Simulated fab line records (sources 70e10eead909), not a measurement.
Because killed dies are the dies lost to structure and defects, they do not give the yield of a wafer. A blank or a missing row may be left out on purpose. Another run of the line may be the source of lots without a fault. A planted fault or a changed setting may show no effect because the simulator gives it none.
Matching of chambers || flow nand_harc || NHARC_P_GATE_DESCUM_61 on rie_diel-09: 4 sister chambers
The step chemistry O2, time 3 s. 4 wafers are shown with their chamber, then 7 later ones without.

== WAFERS PAIRED WITH THEIR CHAMBERS ==
{"wafer": "L083.3", "chamber": 3, "showerhead_plenum_p_Torr (Torr)": 2.03}
{"wafer": "L083.6", "chamber": 1, "showerhead_plenum_p_Torr (Torr)": 1.95}
{"wafer": "L095.1", "chamber": 0, "showerhead_plenum_p_Torr (Torr)": 1.97}
{"wafer": "L095.3", "chamber": 2, "showerhead_plenum_p_Torr (Torr)": 2.06}

== WAFERS WITHOUT THEIR CHAMBER ==
{"wafer": "L095.4", "showerhead_plenum_p_Torr (Torr)": 1.94}
{"wafer": "L094.1", "showerhead_plenum_p_Torr (Torr)": 1.97}
{"wafer": "L094.2", "showerhead_plenum_p_Torr (Torr)": 2.02}
{"wafer": "L094.4", "showerhead_plenum_p_Torr (Torr)": 2.06}
{"wafer": "L096.2", "showerhead_plenum_p_Torr (Torr)": 2.02}
{"wafer": "L096.5", "showerhead_plenum_p_Torr (Torr)": 2.02}
{"wafer": "L096.6", "showerhead_plenum_p_Torr (Torr)": 1.97}

== CHAMBER TAKEN BY EACH ==
{"wafer": "L095.4", "from the rows above": 1, "in truth": 1}
{"wafer": "L094.1", "from the rows above": 0, "in truth": 0}
{"wafer": "L094.2", "from the rows above": 3, "in truth": 3}
{"wafer": "L094.4", "from the rows above": 2, "in truth": 2}
{"wafer": "L096.2", "from the rows above": 3, "in truth": 3}
{"wafer": "L096.5", "from the rows above": 3, "in truth": 3}
{"wafer": "L096.6", "from the rows above": 0, "in truth": 0}
7 of 7 placed correctly. From these rows, 0 cannot be placed. Wrongly placed: 0.
How it was worked out, from the rows above alone: a wafer's distance from a chamber is the root of the sum, over the readings, of the square of ((its reading less the chamber's mean) divided by the reading's scatter). The wafer belongs to the nearest chamber; if the next one is less than 2 further off, it can't be placed. A chamber's mean is the mean of its shown wafers. The scatter: with one shown wafer a chamber, the root of the mean of the squares of how far each hidden wafer lies from its nearest shown one.
